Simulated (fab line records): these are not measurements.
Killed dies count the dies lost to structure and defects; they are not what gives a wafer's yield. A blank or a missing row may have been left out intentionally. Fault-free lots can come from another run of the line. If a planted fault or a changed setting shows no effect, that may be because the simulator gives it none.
Problem report in the 8D (eight disciplines) form, filled by code	flow nand_harc	the parts of the form that need people (team, actions taken, sign-off) are left out

== 1. THE ISSUE ==
At NHARC_THIN_TSV_ANNEAL_58, spike_tc_lower_C averages 429.8 C over 9 wafers from 3 lots, while fault-free wafers read 400.4 C, standard deviation 1. Relative to the usual mean, that is a shift of +29 standard deviations.
The step: time 1800 s.
First seen on wafer L458.2, day 23 17:52, on furnace-08. The record holds 36 wafers of 12 lots with a number at this step. The rule behind "out" and "out of limits": a value lying over 4 standard deviations away from the usual mean. Any other wafer with a number is counted as sound.

== 2. WHAT IT IS AND WHAT IT IS NOT ==
question	is	is not
which readings at this step	spike_tc_lower_C, spike_tc_bottom_C, spike_tc_centre_C, spike_tc_top_C, spike_tc_upper_C	-
which lots	L458, L459, L462	L442, L444, L447, L448, L450, L451, L455, L463, L464
which wafers of those lots	all that have a number	-
read on which tools	furnace-08	furnace-01, furnace-04
when	from day 23 17:52	up to then (21 sound wafers); but 6 sound wafers of L463, L464 came after

== 3. THE SUSPECTS, EACH WITH WHAT RULES IT OUT ==
Counting: a tool at a process step up to the reading stays a suspect if it ran every lot that is out and no sound lot after the first of them.
- furnace-08 at NHARC_THIN_TSV_ANNEAL_58 (time 1800 s): kept. It processed each lot that is out, first L458 at day 23 17:52, and no sound lot thereafter; up to then, the last sound lot it processed was L451 at day 21 21:52. On those wafers its own readings are out: spike_tc_bottom_C, spike_tc_centre_C, spike_tc_lower_C, spike_tc_top_C, spike_tc_upper_C.
Remaining after the count: furnace-08 at NHARC_THIN_TSV_ANNEAL_58.

== 4. THE CAUSE (what the simulator had put in) ==
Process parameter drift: furnace-08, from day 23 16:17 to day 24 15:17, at NHARC_THIN_TSV_ANNEAL_58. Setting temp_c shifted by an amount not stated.
This tool alone remained once counting was done.

== 5. SEQUENCE OF EFFECTS, ordered by route ==
Rows list readings where the struck wafers' mean (over those with a number) sits beyond 3 standard deviations from the usual. Only readings for which the record gives a usual standard deviation are gone through. hours: the time from each lot's start at the first step in this table that gives one to its start at this step, as a median over the lots. sigmas: the change in usual standard deviations.
hours	step	reading	usual	on struck wafers	change	sigmas
0	NHARC_THIN_TSV_ANNEAL_58	spike_tc_bottom_C	424.7 C	452.8	+28.1	+28
0	NHARC_THIN_TSV_ANNEAL_58	spike_tc_centre_C	401.6 C	431.0	+29.4	+27
0	NHARC_THIN_TSV_ANNEAL_58	spike_tc_lower_C	400.4 C	429.8	+29.4	+29
0	NHARC_THIN_TSV_ANNEAL_58	spike_tc_top_C	430 C	456	+26	+8.5
0	NHARC_THIN_TSV_ANNEAL_58	spike_tc_upper_C	399.4 C	429.5	+30.1	+25
The process steps in it:
- NHARC_THIN_TSV_ANNEAL_58: time 1800 s.
Later measuring or inspecting steps at which every struck wafer that the step has a row for has a number for every such reading, and none has moved that far: NHARC_END_SORT_01.

== 6. HOW IT WOULD HAVE BEEN CAUGHT EARLIER ==
First out-of-limits reading in this record: day 23 17:52, which is 2 hours after fault onset at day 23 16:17.
